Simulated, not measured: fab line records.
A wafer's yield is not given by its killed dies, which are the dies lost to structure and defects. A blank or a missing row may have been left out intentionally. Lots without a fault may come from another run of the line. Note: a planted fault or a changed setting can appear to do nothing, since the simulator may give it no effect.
fab line records	flow n5Finfet
record lots=24	wafers=72	lastDay=18
route steps=1938 shown PMOS_HMC_CHANNEL_EPI@57 FIN_SAQP@96
lots untouched by any fault: they come from a run of this same line in which no faults occurred
startH: hours from the record's opening day to when the first of the lot's shown wafers began	waitH: time in hours since the lot's previous step	" repeats the value in the row above	L1.1+2: a single row standing in for several wafers	- no value, or no start given	* or withheld: withheld	< > ~ a bound
route shown NAME@n: NAME is a module with steps in the file, n the number in the route of the first one	usual: mean/standard deviation of fault-free wafers	same: alike in all rows	chamber/n: place in a boat	sites: the reading at each site	_std_site: their standard deviation	_edge_site: the outer-site mean with the inner-site mean subtracted	radiusMm: for every site, how far away it sits from the centre of the wafer	mask NAME#n: copy n	behind: the tool/chamber that last shaped the wafer	hold: why the lot went on hold/how many hours it stayed there/how the hold came to an end	device: names the non-switching transistor (n, p or np)	end of line: the route-end tests of the same wafers	where a step has no rows: the recipe by itself	killed: dies lost to structure and defects at the first sort, not the wafer's yield	map: a wafer's dies, x killed, . not, _ none there
set.NAME: setting as actually run; set.NAME@STEP: the setting as run at that earlier step	model.NAME: the simulator's own value behind a step, which no gauge read
route steps across a sampled set of lots; one table per step, one row per wafer
services: the hour from which a tool's chamber was out of use, counted from the record's first day as startH (under 0 if before that day), plus the number of hours and why
## steps
# step N5_PMOS_HMC_CHANNEL_EPI_HM_DEP_34
# recipe material=SiO2	targetThkA=360	tempC=400	precursor=TEOS/O2	pressureTorr=6.5	rfW=900	teosFlowSccm=161.4	gas=O2	flowSccm=2650	timeS=6.9
# usual heaterPowerW=561/98	showerheadPlenumPTorr=8.36/0.044	throttleValvePct=18.5/0.79
lot.wafer	tool	chamber	startH	waitH	heaterPowerW	showerheadPlenumPTorr	throttleValvePct
L074.1	pecvd-01	0	17.96	0.0	633	8.38	18.0
L074.4	"	1	"	"	463	8.29	18.1
L074.6	"	0	"	"	612	8.40	18.0
L075.3	pecvd-03	0	22.88	0.0	712	8.41	18.0
L075.4	"	1	"	"	631	8.37	19.6
L075.5	"	1	"	"	621	8.38	19.6
L076.3	pecvd-03	1	28.85	0.0	672	8.39	19.5
L076.4	"	0	"	"	672	8.40	17.7
L076.6	"	1	"	"	652	8.37	19.5
L077.3	pecvd-01	1	34.71	0.0	363	8.32	18.2
L077.4	"	2	"	"	651	8.37	19.7
L077.6	"	1	"	"	373	8.29	18.0
L078.2	pecvd-03	0	41.03	0.0	581	8.41	18.3
L078.4	"	0	"	"	578	8.40	18.3
L078.6	"	0	"	"	593	8.39	18.0
L079.1	pecvd-01	1	46.85	0.0	459	8.30	18.3
L079.2	"	0	"	"	502	8.41	18.2
L079.4	"	0	"	"	506	8.39	18.3
L080.1	pecvd-01	1	53.45	0.0	422	8.31	18.1
L080.3	"	0	"	"	625	8.39	18.1
L080.6	"	2	"	"	613	8.37	19.6
L081.2	pecvd-03	0	58.97	0.0	570	8.41	18.0
L081.4	"	0	"	"	569	8.40	18.0
L081.6	"	1	"	"	555	8.36	19.6
L082.1	pecvd-04	0	64.74	0.0	377	8.40	18.8
L082.2	"	1	"	"	503	8.37	17.4
L082.6	"	0	"	"	391	8.41	19.1
L083.1	pecvd-03	0	71.20	0.0	677	8.42	17.9
L083.4	"	1	"	"	632	8.37	19.4
L083.5	"	0	"	"	683	8.40	18.1
L084.3	pecvd-04	1	76.74	0.0	449	8.34	17.5
L084.5	"	2	"	"	547	8.33	17.5
L084.6	"	0	"	"	316	8.41	18.7
L085.2	pecvd-04	2	83.53	0.0	583	8.34	17.7
L085.4	"	0	"	"	404	8.41	19.3
L085.5	"	1	"	"	502	8.36	17.2
L086.1	pecvd-04	1	88.64	0.0	413	8.36	17.6
L086.3	"	2	"	"	542	8.35	17.8
L086.5	"	0	"	"	420	8.40	19.0
L087.3	pecvd-01	2	94.71	0.0	533	8.37	19.9
L087.4	"	0	"	"	639	8.39	18.3
L087.6	"	2	"	"	548	8.39	20.0
L088.2	pecvd-01	1	101.22	0.0	442	8.32	18.3
L088.5	"	0	"	"	588	8.40	18.4
L088.6	"	1	"	"	446	8.31	18.2
L089.4	pecvd-01	1	107.20	0.0	435	8.30	18.2
L089.5	"	0	"	"	636	8.40	18.2
L089.6	"	2	"	"	609	8.37	19.6
L090.1	pecvd-01	2	113.27	0.0	624	8.39	19.8
L090.3	"	1	"	"	403	8.30	18.2
L090.5	"	2	"	"	637	8.37	19.7
L091.1	pecvd-04	1	119.78	0.0	477	8.38	17.5
L091.2	"	2	"	"	567	8.35	17.8
L091.3	"	2	"	"	563	8.35	17.6
L092.3	pecvd-03	2	124.77	0.0	552	8.29	17.9
L092.5	"	2	"	"	579	8.30	17.4
L092.6	"	1	"	"	658	8.37	19.7
L093.2	pecvd-03	0	131.47	0.0	673	8.37	18.3
L093.5	"	0	"	"	694	8.39	18.0
L093.6	"	2	"	"	625	8.28	17.9
L094.1	pecvd-03	1	137.17	0.0	578	8.37	19.6
L094.4	"	1	"	"	584	8.38	19.7
L094.6	"	2	"	"	621	8.28	17.7
L095.1	pecvd-01	1	143.31	0.0	368	8.29	18.5
L095.3	"	2	"	"	599	8.39	20.0
L095.4	"	2	"	"	611	8.38	19.7
L096.2	pecvd-03	2	149.78	0.0	499	8.25	17.7
L096.4	"	1	"	"	573	8.39	19.4
L096.6	"	2	"	"	538	8.25	17.8
L097.1	pecvd-01	0	158.12	0.0	618	8.40	18.5
L097.5	"	0	"	"	618	8.41	18.3
L097.6	"	1	"	"	457	8.33	18.1
# step N5_PMOS_HMC_CHANNEL_EPI_OVL_MEAS_10
# recipe pointsPerWafer=44
# usual PMOS_HMC_BLK_OVL=0.5/0.68
lot.wafer	tool	chamber	startH	waitH	PMOS_HMC_BLK_OVL[nm]
L074.1	overlay-01	0	18.40	0.0	0.1
L074.4	"	0	"	"	0.5
L074.6	"	0	"	"	0.3
L075.3	overlay-02	0	23.32	0.0	1.1
L075.4	"	0	"	"	1.9
L075.5	"	0	"	"	1.4
L076.3	overlay-02	0	29.16	0.0	0.6
L076.4	"	0	"	"	0.8
L076.6	"	0	"	"	0.3
L077.3	overlay-01	0	35.14	0.0	-0.2
L077.4	"	0	"	"	-0.3
L077.6	"	0	"	"	0.8
L078.2	overlay-01	0	41.48	0.0	0.8
L078.4	"	0	"	"	0.9
L078.6	"	0	"	"	-0.4
L079.1	overlay-02	0	47.28	0.0	0.5
L079.2	"	0	"	"	0.2
L079.4	"	0	"	"	0.0
L080.1	overlay-01	0	53.76	0.0	0.7
L080.3	"	0	"	"	1.1
L080.6	"	0	"	"	0.0
L081.2	overlay-01	0	59.40	0.0	1.3
L081.4	"	0	"	"	-0.3
L081.6	"	0	"	"	0.2
L082.1	overlay-01	0	65.05	0.0	0.5
L082.2	"	0	"	"	0.5
L082.6	"	0	"	"	0.1
L083.1	overlay-01	0	71.51	0.0	0.1
L083.4	"	0	"	"	0.3
L083.5	"	0	"	"	2.1
L084.3	overlay-02	0	77.17	0.0	0.7
L084.5	"	0	"	"	0.9
L084.6	"	0	"	"	0.9
L085.2	overlay-02	0	83.97	0.0	0.9
L085.4	"	0	"	"	0.8
L085.5	"	0	"	"	1.4
L086.1	overlay-01	0	89.08	0.0	-0.2
L086.3	"	0	"	"	0.1
L086.5	"	0	"	"	0.5
L087.3	overlay-01	0	95.15	0.0	1.5
L087.4	"	0	"	"	0.8
L087.6	"	0	"	"	1.5
L088.2	overlay-02	0	101.66	0.0	0.0
L088.5	"	0	"	"	0.1
L088.6	"	0	"	"	0.7
L089.4	overlay-01	0	107.62	0.0	0.9
L089.5	"	0	"	"	1.1
L089.6	"	0	"	"	1.1
L090.1	overlay-01	0	113.58	0.0	0.3
L090.3	"	0	"	"	-0.4
L090.5	"	0	"	"	1.0
L091.1	overlay-01	0	120.23	0.0	0.9
L091.2	"	0	"	"	1.4
L091.3	"	0	"	"	0.7
L092.3	overlay-02	0	125.21	0.0	0.4
L092.5	"	0	"	"	1.5
L092.6	"	0	"	"	0.7
L093.2	overlay-02	0	131.79	0.0	-0.5
L093.5	"	0	"	"	-0.2
L093.6	"	0	"	"	-0.2
L094.1	overlay-01	0	137.61	0.0	0.3
L094.4	"	0	"	"	-0.2
L094.6	"	0	"	"	0.2
L095.1	overlay-01	0	143.74	0.0	0.2
L095.3	"	0	"	"	-1.2
L095.4	"	0	"	"	-0.6
L096.2	overlay-01	0	150.22	0.0	-0.2
L096.4	"	0	"	"	-1.3
L096.6	"	0	"	"	-1.5
L097.1	overlay-01	0	158.43	0.0	0.2
L097.5	"	0	"	"	0.0
L097.6	"	0	"	"	0.7
# step N5_PMOS_HMC_CHANNEL_EPI_INSPECT_30
# recipe inspectInstrument=darkfield	mode=postEpi
# usual rawDefectCount=20/6.5
lot.wafer	tool	chamber	startH	waitH	rawDefectCount
L074.1	defectInspect-02	-	21.21	0.0	13
L074.4	"	-	"	"	24
L074.6	"	-	"	"	11
L075.3	defectInspect-02	-	26.11	0.0	20
L075.4	"	-	"	"	17
L075.5	"	-	"	"	34
L076.3	defectInspect-02	-	31.96	0.0	9
L076.4	"	-	"	"	21
L076.6	"	-	"	"	19
L077.3	defectInspect-01	-	38.27	0.0	15
L077.4	"	-	"	"	16
L077.6	"	-	"	"	12
L078.2	defectInspect-01	-	44.45	0.0	19
L078.4	"	-	"	"	10
L078.6	"	-	"	"	27
L079.1	defectInspect-02	-	50.10	0.0	32
L079.2	"	-	"	"	18
L079.4	"	-	"	"	14
L080.1	defectInspect-02	-	56.56	0.0	26
L080.3	"	-	"	"	25
L080.6	"	-	"	"	22
L081.2	defectInspect-01	-	62.23	0.0	14
L081.4	"	-	"	"	11
L081.6	"	-	"	"	16
L082.1	defectInspect-01	-	67.87	0.0	11
L082.2	"	-	"	"	15
L082.6	"	-	"	"	17
L083.1	defectInspect-02	-	74.31	0.0	24
L083.4	"	-	"	"	14
L083.5	"	-	"	"	24
L084.3	defectInspect-02	-	79.98	0.0	21
L084.5	"	-	"	"	21
L084.6	"	-	"	"	23
L085.2	defectInspect-01	-	86.93	0.0	22
L085.4	"	-	"	"	6
L085.5	"	-	"	"	29
L086.1	defectInspect-01	-	92.36	0.0	20
L086.3	"	-	"	"	33
L086.5	"	-	"	"	15
L087.3	defectInspect-02	-	98.99	0.0	26
L087.4	"	-	"	"	32
L087.6	"	-	"	"	34
L088.2	defectInspect-02	-	104.76	0.0	18
L088.5	"	-	"	"	26
L088.6	"	-	"	"	14
L089.4	defectInspect-01	-	110.92	0.0	17
L089.5	"	-	"	"	26
L089.6	"	-	"	"	13
L090.1	defectInspect-01	-	116.58	0.2	10
L090.3	"	-	"	"	14
L090.5	"	-	"	"	14
L091.1	defectInspect-01	-	123.62	0.0	20
L091.2	"	-	"	"	22
L091.3	"	-	"	"	28
L092.3	defectInspect-02	-	128.51	0.0	13
L092.5	"	-	"	"	14
L092.6	"	-	"	"	22
L093.2	defectInspect-02	-	134.96	0.0	15
L093.5	"	-	"	"	38
L093.6	"	-	"	"	18
L094.1	defectInspect-02	-	140.93	0.0	23
L094.4	"	-	"	"	26
L094.6	"	-	"	"	20
L095.1	defectInspect-02	-	146.96	0.0	34
L095.3	"	-	"	"	23
L095.4	"	-	"	"	22
L096.2	defectInspect-01	-	153.41	0.0	26
L096.4	"	-	"	"	23
L096.6	"	-	"	"	29
L097.1	defectInspect-02	-	161.32	0.0	13
L097.5	"	-	"	"	13
L097.6	"	-	"	"	16
# step N5_FIN_SAQP_HM_DEP_03
# recipe material=SiNx	targetThkA=380	tempC=400	precursor=SiH4/NH3/N2	pressureTorr=1.5	rfW=300	timeS=33.6
# usual heaterPowerW=808/110	showerheadPlenumPTorr=5.16/0.081	throttleValvePct=39.5/1.7
lot.wafer	tool	chamber	startH	waitH	heaterPowerW	showerheadPlenumPTorr	throttleValvePct
L074.1	pecvd-03	1	21.80	0.2	904	5.18	42.0
L074.4	"	1	"	"	880	5.18	42.0
L074.6	"	0	"	"	891	5.27	38.5
L075.3	pecvd-02	1	26.67	0.1	978	5.19	40.0
L075.4	"	0	"	"	663	5.10	37.4
L075.5	"	1	"	"	945	5.21	40.4
L076.3	pecvd-03	1	34.16	0.2	885	5.18	42.1
L076.4	"	0	"	"	778	5.24	38.5
L076.6	"	1	"	"	872	5.19	41.9
L077.3	pecvd-03	1	38.91	0.2	823	5.20	42.3
L077.4	"	0	"	"	912	5.26	38.3
L077.6	"	0	"	"	934	5.26	38.8
L078.2	pecvd-03	1	45.54	0.2	832	5.18	41.9
L078.4	"	0	"	"	794	5.26	38.7
L078.6	"	1	"	"	823	5.19	41.9
L079.1	pecvd-02	2	50.84	0.2	800	5.07	38.9
L079.2	"	1	"	"	951	5.18	40.5
L079.4	"	2	"	"	817	5.05	38.5
L080.1	pecvd-01	0	57.12	0.2	816	5.24	39.1
L080.3	"	2	"	"	793	5.21	42.2
L080.6	"	2	"	"	805	5.21	42.4
L081.2	pecvd-02	2	62.77	0.2	819	5.06	38.7
L081.4	"	2	"	"	813	5.07	38.6
L081.6	"	1	"	"	991	5.18	40.8
L082.1	pecvd-03	1	69.83	0.2	795	5.18	42.1
L082.2	"	0	"	"	892	5.26	38.5
L082.6	"	2	"	"	766	5.01	37.7
L083.1	pecvd-01	1	74.98	0.2	685	5.08	38.6
L083.4	"	1	"	"	706	5.07	38.7
L083.5	"	2	"	"	754	5.21	42.3
L084.3	pecvd-03	2	80.53	0.1	760	5.01	37.9
L084.5	"	2	"	"	760	5.02	37.6
L084.6	"	0	"	"	926	5.26	38.9
L085.2	pecvd-02	2	87.95	0.2	834	5.06	38.8
L085.4	"	2	"	"	824	5.08	39.0
L085.5	"	1	"	"	1021	5.20	40.8
L086.1	pecvd-02	0	93.70	0.2	572	5.11	37.4
L086.3	"	2	"	"	788	5.06	39.0
L086.5	"	1	"	"	1038	5.20	40.6
L087.3	pecvd-01	0	99.81	0.1	814	5.25	39.3
L087.4	"	0	"	"	822	5.24	39.2
L087.6	"	2	"	"	848	5.20	42.4
L088.2	pecvd-02	0	105.38	0.2	641	5.10	37.5
L088.5	"	0	"	"	656	5.11	37.4
L088.6	"	2	"	"	853	5.08	38.8
L089.4	pecvd-02	1	111.49	0.1	912	5.18	40.8
L089.5	"	2	"	"	763	5.07	39.0
L089.6	"	0	"	"	652	5.10	37.1
L090.1	pecvd-02	1	117.46	0.2	1018	5.20	40.5
L090.3	"	0	"	"	714	5.11	37.5
L090.5	"	1	"	"	1018	5.18	40.5
L091.1	pecvd-03	0	124.17	0.2	871	5.25	39.0
L091.2	"	2	"	"	821	5.01	38.0
L091.3	"	1	"	"	769	5.19	41.9
L092.3	pecvd-03	0	129.07	0.2	776	5.27	38.7
L092.5	"	2	"	"	776	5.01	38.0
L092.6	"	0	"	"	784	5.28	39.0
L093.2	pecvd-01	0	136.47	0.2	768	5.23	39.5
L093.5	"	1	"	"	641	5.07	38.7
L093.6	"	2	"	"	757	5.21	42.2
L094.1	pecvd-03	1	141.47	0.2	885	5.17	42.0
L094.4	"	2	"	"	723	5.01	37.9
L094.6	"	1	"	"	884	5.18	42.1
L095.1	pecvd-01	0	148.49	0.2	714	5.25	39.3
L095.3	"	2	"	"	840	5.21	42.3
L095.4	"	2	"	"	853	5.22	42.4
L096.2	pecvd-03	2	155.43	0.2	758	5.02	38.2
L096.4	"	2	"	"	764	5.01	38.0
L096.6	"	1	"	"	848	5.18	42.0
L097.1	pecvd-02	1	162.16	0.2	997	5.19	40.4
L097.5	"	1	"	"	1027	5.17	40.4
L097.6	"	2	"	"	843	5.07	39.2
# step N5_FIN_SAQP_THK_MEAS_05
# usual thkNm=37.9/0.47
lot.wafer	tool	chamber	startH	waitH	thkNm
L074.1	filmMetro-01	-	21.92	0.1	38.2
L074.4	"	-	"	"	38.6
L074.6	"	-	"	"	38.8
L075.3	filmMetro-02	-	26.76	0.1	36.3
L075.4	"	-	"	"	38.0
L075.5	"	-	"	"	37.1
L076.3	filmMetro-01	-	34.25	0.1	38.0
L076.4	"	-	"	"	37.9
L076.6	"	-	"	"	38.1
L077.3	filmMetro-01	-	39.00	0.1	37.9
L077.4	"	-	"	"	38.0
L077.6	"	-	"	"	38.4
L078.2	filmMetro-01	-	45.65	0.1	37.7
L078.4	"	-	"	"	38.2
L078.6	"	-	"	"	37.8
L079.1	filmMetro-01	-	50.93	0.1	37.7
L079.2	"	-	"	"	37.5
L079.4	"	-	"	"	37.6
L080.1	filmMetro-02	-	57.20	0.1	37.6
L080.3	"	-	"	"	37.5
L080.6	"	-	"	"	38.5
L081.2	filmMetro-02	-	62.85	0.1	37.6
L081.4	"	-	"	"	38.2
L081.6	"	-	"	"	38.2
L082.1	filmMetro-02	-	69.92	0.1	37.3
L082.2	"	-	"	"	37.6
L082.6	"	-	"	"	37.7
L083.1	filmMetro-01	-	75.07	0.1	37.8
L083.4	"	-	"	"	38.5
L083.5	"	-	"	"	38.3
L084.3	filmMetro-02	-	80.62	0.1	37.8
L084.5	"	-	"	"	37.8
L084.6	"	-	"	"	38.1
L085.2	filmMetro-01	-	88.04	0.1	37.3
L085.4	"	-	"	"	38.1
L085.5	"	-	"	"	37.6
L086.1	filmMetro-01	-	93.79	0.1	38.1
L086.3	"	-	"	"	37.9
L086.5	"	-	"	"	37.8
L087.3	filmMetro-02	-	99.90	0.1	37.5
L087.4	"	-	"	"	37.9
L087.6	"	-	"	"	39.0
L088.2	filmMetro-01	-	105.47	0.1	37.8
L088.5	"	-	"	"	38.4
L088.6	"	-	"	"	38.7
L089.4	filmMetro-02	-	111.55	0.0	37.8
L089.5	"	-	"	"	37.6
L089.6	"	-	"	"	38.0
L090.1	filmMetro-01	-	117.57	0.1	37.2
L090.3	"	-	"	"	37.8
L090.5	"	-	"	"	37.6
L091.1	filmMetro-02	-	124.26	0.1	37.9
L091.2	"	-	"	"	37.7
L091.3	"	-	"	"	37.3
L092.3	filmMetro-02	-	129.16	0.1	38.6
L092.5	"	-	"	"	38.3
L092.6	"	-	"	"	38.5
L093.2	filmMetro-01	-	136.56	0.1	37.3
L093.5	"	-	"	"	38.7
L093.6	"	-	"	"	38.9
L094.1	filmMetro-01	-	141.56	0.1	37.5
L094.4	"	-	"	"	38.7
L094.6	"	-	"	"	38.2
L095.1	filmMetro-02	-	148.59	0.1	37.3
L095.3	"	-	"	"	37.8
L095.4	"	-	"	"	38.7
L096.2	filmMetro-01	-	155.52	0.1	38.1
L096.4	"	-	"	"	38.7
L096.6	"	-	"	"	37.9
L097.1	filmMetro-02	-	162.25	0.1	37.0
L097.5	"	-	"	"	37.8
L097.6	"	-	"	"	38.6
# step N5_FIN_SAQP_MANDREL_ETCH_22
# recipe targetDepthA=600	chemistry=HBr/Cl2	target=a-Si	stopOn=SiNx	btTimeS=10	overEtchFrac=0.5	timeS=30	pressureMtorr=10	icpW=800	biasW=75	HBr_flow_sccm=150	Cl2_flow_sccm=80	ends=endPoint
# usual biasW=74.95/0.25	drypumpMotorCurrentA=5.6/0.59	mfcCl2Sccm=80.00/0.23	oesProductAu=0.764/0.015	throttleValvePct=35.5/0.31
# same btTimeS=10
lot.wafer	tool	chamber	startH	waitH	biasW	drypumpMotorCurrentA	mfcCl2Sccm	oesProductAu	rfHoursCounterH	throttleValvePct
L074.1	rieSi-01	3	24.39	0.0	74.55	6.5	80.03	0.748	80	35.5
L074.4	"	3	"	"	74.53	6.6	80.00	0.760	-	35.5
L074.6	"	0	"	"	74.88	6.1	79.84	0.790	-	35.1
L075.3	rieSi-04	1	27.85	0.0	74.83	4.8	80.10	0.741	130	35.1
L075.4	"	0	"	"	75.10	6.0	79.76	0.765	201	35.5
L075.5	"	3	"	"	74.62	5.5	80.03	0.781	-	35.7
L076.3	rieSi-04	0	35.39	0.0	74.83	6.0	79.69	0.754	201	35.5
L076.4	"	1	"	"	74.74	4.8	80.46	0.749	130	35.1
L076.6	"	0	"	"	74.91	6.0	79.95	0.752	-	35.6
L077.3	rieSi-04	2	40.11	0.0	74.68	6.6	79.77	0.762	141	35.6
L077.4	"	1	"	"	74.83	4.8	80.10	0.752	130	35.0
L077.6	"	1	"	"	74.72	4.9	80.45	0.744	-	35.1
L078.2	rieSi-04	1	46.64	0.0	74.82	4.8	79.91	0.747	130	35.1
L078.4	"	3	"	"	75.05	5.5	80.06	0.769	127	35.7
L078.6	"	2	"	"	75.10	6.5	79.93	0.762	-	35.6
L079.1	rieSi-04	3	52.07	0.0	75.27	5.5	79.84	0.761	127	35.7
L079.2	"	2	"	"	75.04	6.6	79.72	0.754	142	35.6
L079.4	"	1	"	"	74.48	4.8	80.31	0.749	130	35.1
L080.1	rieSi-04	0	58.28	0.0	74.92	6.0	80.81	0.750	201	35.6
L080.3	"	2	"	"	74.95	6.5	80.09	0.752	142	35.6
L080.6	"	0	"	"	75.24	6.0	80.26	0.758	-	35.5
L081.2	rieSi-04	0	63.92	0.0	74.97	6.0	80.02	0.759	202	35.6
L081.4	"	0	"	"	75.22	6.0	79.74	0.759	-	35.5
L081.6	"	3	"	"	74.85	5.5	79.88	0.771	-	35.7
L082.1	rieSi-03	3	71.03	0.0	75.11	5.2	80.10	0.763	43	35.3
L082.2	"	2	"	"	75.21	4.9	80.36	0.794	192	36.1
L082.6	"	2	"	"	74.77	5.0	80.28	0.795	-	36.1
L083.1	rieSi-03	0	76.40	0.0	74.84	5.6	80.29	0.760	107	35.8
L083.4	"	0	"	"	74.40	5.6	80.16	0.780	-	35.8
L083.5	"	3	"	"	74.96	5.2	79.89	0.766	-	35.3
L084.3	rieSi-04	3	81.76	0.0	75.50	5.5	80.00	0.764	128	35.7
L084.5	"	3	"	"	75.52	5.5	79.92	0.759	-	35.7
L084.6	"	1	"	"	75.29	4.8	79.75	0.743	-	35.1
L085.2	rieSi-04	1	88.98	0.0	74.57	4.8	79.91	0.737	131	35.1
L085.4	"	0	"	"	74.66	6.0	80.07	0.750	0	35.2
L085.5	"	1	"	"	74.92	4.8	79.88	0.755	-	35.0
L086.1	rieSi-04	2	94.86	0.0	74.98	6.5	79.73	0.760	143	35.6
L086.3	"	1	"	"	74.94	4.8	79.76	0.745	131	35.1
L086.5	"	2	"	"	74.75	6.6	80.05	0.765	-	35.6
L087.3	rieSi-03	0	100.84	0.0	74.71	5.6	80.08	0.754	108	35.8
L087.4	"	2	"	"	74.96	4.9	79.90	0.801	192	36.1
L087.6	"	1	"	"	74.60	5.5	79.94	0.784	-	35.2
L088.2	rieSi-01	2	112.62	0.0	74.89	5.7	79.62	0.777	121	35.6
L088.5	"	0	"	"	74.85	6.1	80.05	0.778	-	35.1
L088.6	"	3	"	"	75.32	6.6	79.90	0.753	-	35.5
L089.4	rieSi-03	3	112.66	0.0	75.18	5.3	80.32	0.748	44	35.3
L089.5	"	0	"	"	75.18	5.6	79.98	0.751	-	35.8
L089.6	"	1	"	"	75.04	5.5	80.17	0.777	-	35.2
L090.1	rieSi-03	3	118.66	0.0	74.94	5.2	80.41	0.758	44	35.3
L090.3	"	0	"	"	74.82	5.7	79.73	0.752	108	35.8
L090.5	"	2	"	"	74.87	4.9	79.88	0.797	-	36.1
L091.1	rieSi-03	2	125.36	0.0	74.87	4.9	80.19	0.791	193	36.1
L091.2	"	3	"	"	75.03	5.2	80.12	0.758	44	35.3
L091.3	"	0	"	"	75.31	5.6	79.90	0.770	108	35.8
L092.3	rieSi-04	0	130.11	0.0	74.62	6.0	80.26	0.754	1	35.2
L092.5	"	1	"	"	75.14	4.8	80.33	0.754	-	35.1
L092.6	"	0	"	"	74.75	6.0	80.36	0.763	-	35.2
L093.2	rieSi-03	0	137.57	0.0	75.06	5.6	79.83	0.751	108	35.8
L093.5	"	0	"	"	74.80	5.6	79.75	0.769	-	35.8
L093.6	"	1	"	"	74.79	5.4	79.60	0.772	-	35.2
L094.1	rieSi-04	3	142.97	0.0	75.38	5.5	79.89	0.747	129	35.7
L094.4	"	2	"	"	75.24	6.6	79.86	0.755	144	35.6
L094.6	"	2	"	"	75.39	6.5	80.00	0.768	-	35.6
L095.1	rieSi-04	3	150.47	0.0	75.01	5.5	79.74	0.770	129	35.7
L095.3	"	0	"	"	74.87	6.0	79.52	0.758	1	35.2
L095.4	"	2	"	"	74.96	6.6	80.19	0.776	144	35.6
L096.2	rieSi-04	1	157.97	0.0	75.38	4.9	79.84	0.751	132	35.1
L096.4	"	0	"	"	75.01	6.0	79.77	0.764	1	35.2
L096.6	"	3	"	"	75.12	5.5	79.88	0.774	-	35.7
L097.1	rieSi-04	0	163.47	0.0	74.99	6.0	79.80	0.751	1	35.2
L097.5	"	1	"	"	74.68	4.8	80.06	0.755	-	35.1
L097.6	"	2	"	"	75.15	6.5	80.15	0.761	-	35.6
## services
tool	chamber	startH	hours	kind
rieSi-01	1	9.34	15.9	repair
rieSi-04	1	12.26	1.5	repair
pecvd-02	2	15.57	5.5	scheduledDown
pecvd-02	-	16.87	2.8	pm
pecvd-03	2	21.12	-	clean
pecvd-03	2	21.12	-	consumableReplace:showerhead
pecvd-03	2	21.12	29.0	scheduledDown
pecvd-03	2	21.12	29.0	ventCycle
pecvd-01	-	31.62	0.9	repair
rieSi-04	1	63.52	6.2	repair
rieSi-03	1	71.01	-	clean
rieSi-03	1	71.01	11.8	scheduledDown
rieSi-03	1	71.01	11.8	ventCycle
rieSi-04	0	73.43	-	clean
rieSi-04	0	73.43	14.5	scheduledDown
rieSi-04	0	73.43	14.5	ventCycle
pecvd-03	0	81.65	5.5	scheduledDown
rieSi-03	1	90.33	5.1	repair
pecvd-02	2	113.23	8.5	repair
pecvd-02	0	120.54	5.8	repair
pecvd-03	1	125.33	9.7	repair
rieSi-04	1	131.15	2.6	repair
pecvd-03	2	134.90	2.1	scheduledDown
rieSi-04	0	137.59	1.7	repair
## key
fault none
